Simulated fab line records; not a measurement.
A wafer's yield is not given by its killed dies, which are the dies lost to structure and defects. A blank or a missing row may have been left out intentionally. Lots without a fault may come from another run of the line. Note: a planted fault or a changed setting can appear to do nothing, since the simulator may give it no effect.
The tool behind it: which one?    flow n5Finfet    36 wafers from 13 lots sampled at 4 of the route's 1938 steps

WHAT THE GAUGES SHOWED, per wafer
N5_BEOL_M5_CD_MEAS_28: target cd 30.6 nm, target cd y 20 nm.
lot   measured      on        cdNm (nm)
L536  day 7 17:42   cdSem-03  30.69 30.70
L538  day 7 23:33   cdSem-01  30.50 31.01
L539  day 8 14:55   cdSem-01  30.96 31.07 30.83
L543  day 9 15:42   cdSem-03  30.37 30.10
L547  day 10 09:52  cdSem-02  30.48 30.81 30.42
L548  day 10 20:43  cdSem-01  30.07 30.61 30.73
L550  day 11 10:50  cdSem-01  30.97 30.73 30.89
L553  day 11 19:20  cdSem-01  30.52 30.40 30.76
L555  day 12 08:52  cdSem-03  30.98 30.18 30.61
L556  day 12 12:41  cdSem-03  30.47 30.84 30.72
L557  day 12 21:01  cdSem-03  31.38 31.59 31.63
L558  day 13 11:29  cdSem-01  31.86 31.65 31.29
L559  day 14 01:42  cdSem-02  29.98 30.39 30.56

N5_BEOL_M5_OVL_MEAS_29.
lot   measured      on          V4_OVL (nm)
L536  day 7 17:44   overlay-01  -0.6 -0.5
L538  day 7 23:35   overlay-01  -0.8 -2.1
L539  day 8 14:57   overlay-02  -0.5 -1.2 0.2
L543  day 9 15:44   overlay-01  -0.3 -0.6
L547  day 10 09:54  overlay-01  -0.2 0.1 -0.1
L548  day 10 20:45  overlay-02  -0.7 0.6 0.6
L550  day 11 10:52  overlay-01  0.4 -0.1 0.5
L553  day 11 19:22  overlay-02  1.1 0.5 0.5
L555  day 12 08:54  overlay-02  0.5 -0.1 1.3
L556  day 12 12:44  overlay-01  0.2 0.2 -0.8
L557  day 12 21:02  overlay-01  -0.2 0.4 0.5
L558  day 13 11:31  overlay-01  1.0 0.7 -0.4
L559  day 14 01:44  overlay-02  1.9 0.7 0.2

WHICH TOOL RAN EACH LOT (tool, then ch and the chambers of the sampled wafers, then the start)
lot   N5_BEOL_M5_ILD_DEP_00            N5_BEOL_M5_EXPOSE_25
L536  pecvd-01 ch 1, day 7 13:49       euvScanner-02 ch 0, day 7 17:34
L538  pecvd-04 ch 0,1, day 7 20:04     euvScanner-02 ch 0, day 7 23:25
L539  pecvd-04 ch 1,2, day 8 12:51     euvScanner-02 ch 0, day 8 14:47
L543  pecvd-03 ch 0,2, day 9 13:43     euvScanner-01 ch 0, day 9 15:35
L547  pecvd-01 ch 0,1,2, day 10 07:13  euvScanner-01 ch 0, day 10 09:44
L548  pecvd-04 ch 0,1, day 10 14:15    euvScanner-01 ch 0, day 10 20:35
L550  pecvd-03 ch 0,1,2, day 11 06:40  euvScanner-02 ch 0, day 11 10:42
L553  pecvd-04 ch 1,2, day 11 14:46    euvScanner-01 ch 0, day 11 19:12
L555  pecvd-03 ch 0,2, day 12 05:54    euvScanner-02 ch 0, day 12 08:44
L556  pecvd-03 ch 0,1, day 12 10:18    euvScanner-02 ch 0, day 12 12:34
L557  pecvd-03 ch 1,2, day 12 17:57    euvScanner-01 ch 0, day 12 20:52
L558  pecvd-04 ch 0,1,2, day 13 08:28  euvScanner-01 ch 0, day 13 11:21
L559  pecvd-04 ch 0,1,2, day 13 10:49  euvScanner-02 ch 0, day 14 01:34
- N5_BEOL_M5_ILD_DEP_00: deposits SiCOH lowk from DEMS/porogen, target thk 140.64 nm, time 25.9 s.
- N5_BEOL_M5_EXPOSE_25: exposes mask V4, defocus 10 nm.

AS READ BY THE TOOLS THEMSELVES (means over the sampled wafers that have a number; for cases with no such wafer, the mark the record gives instead)
N5_BEOL_M5_ILD_DEP_00.
lot   tool      heaterPowerW (W)  showerheadPlenumPTorr (Torr)  throttleValvePct (%)
L536  pecvd-01  278               5.745                         15.4
L538  pecvd-04  309               5.729                         15.0
L539  pecvd-04  334               5.744                         15.0
L543  pecvd-03  346               5.729                         14.0
L547  pecvd-01  280               5.737                         14.0
L548  pecvd-04  319               5.735                         15.3
L550  pecvd-03  341               5.733                         14.1
L553  pecvd-04  342               5.740                         14.9
L555  pecvd-03  366               5.729                         14.1
L556  pecvd-03  366               5.733                         14.4
L557  pecvd-03  307               5.723                         13.7
L558  pecvd-04  315               5.731                         14.3
L559  pecvd-04  323               5.732                         14.3

N5_BEOL_M5_EXPOSE_25.
lot   tool           exposureDoseMJCm2
L536  euvScanner-02  52.67
L538  euvScanner-02  52.69
L539  euvScanner-02  52.70
L543  euvScanner-01  52.73
L547  euvScanner-01  52.65
L548  euvScanner-01  52.70
L550  euvScanner-02  52.75
L553  euvScanner-01  52.76
L555  euvScanner-02  52.68
L556  euvScanner-02  52.72
L557  euvScanner-01  55.39
L558  euvScanner-01  54.86
L559  euvScanner-02  52.73

THE ANSWER, worked out from the rows above alone
Rule: the usual values come from the lots themselves. The widest of any qualifying gaps counts: lots, ordered by their means at a reading, are off when they make up no more than a third of the lots, leave a main group of 4 or more, and stand apart from it by 3 or more times the standard deviation of that group's means. The tables above print the reading to a certain number of digits; a main group whose means all agree to those digits is not used. A lot without any number at a reading at which 4 lots or more have one is off too. Where the step has rows for the other lots, those lots are counted as sound. The gauges are gone through in route order, then the tools' own readings, and for those a lot's mean is taken as printed above. The first step at which some lot is off is used, and at that step the reading that is off furthest; a lot without a number counts as furthest.
Off: L557, L558, at N5_BEOL_M5_EXPOSE_25 (exposureDoseMJCm2). The main group has a mean of 52.71 with a standard deviation of 0.032.
If a tool, at that step or one of the process steps before it, ran each lot that is off and ran no sound lot following the first of them, it fits. One fits: euvScanner-01 at N5_BEOL_M5_EXPOSE_25. Its last sound lot is L553 (day 11 19:12), its first lot that is off L557 (day 12 20:52): a fault that began between those two fits.
The tool's own readings at N5_BEOL_M5_EXPOSE_25 bear it out: on the lots that are off they differ by more than 5 times the standard deviation of the sound lots' means. exposureDoseMJCm2 reads 55.12 there against 52.71 on the sound lots.

WHAT THE SIMULATOR PUT IN
Process parameter drift: euvScanner-01, from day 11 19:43 on, at N5_BEOL_M5_EXPOSE_25. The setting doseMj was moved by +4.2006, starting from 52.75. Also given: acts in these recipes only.
Lots struck among those shown: L557, L558. The rule above found the same.
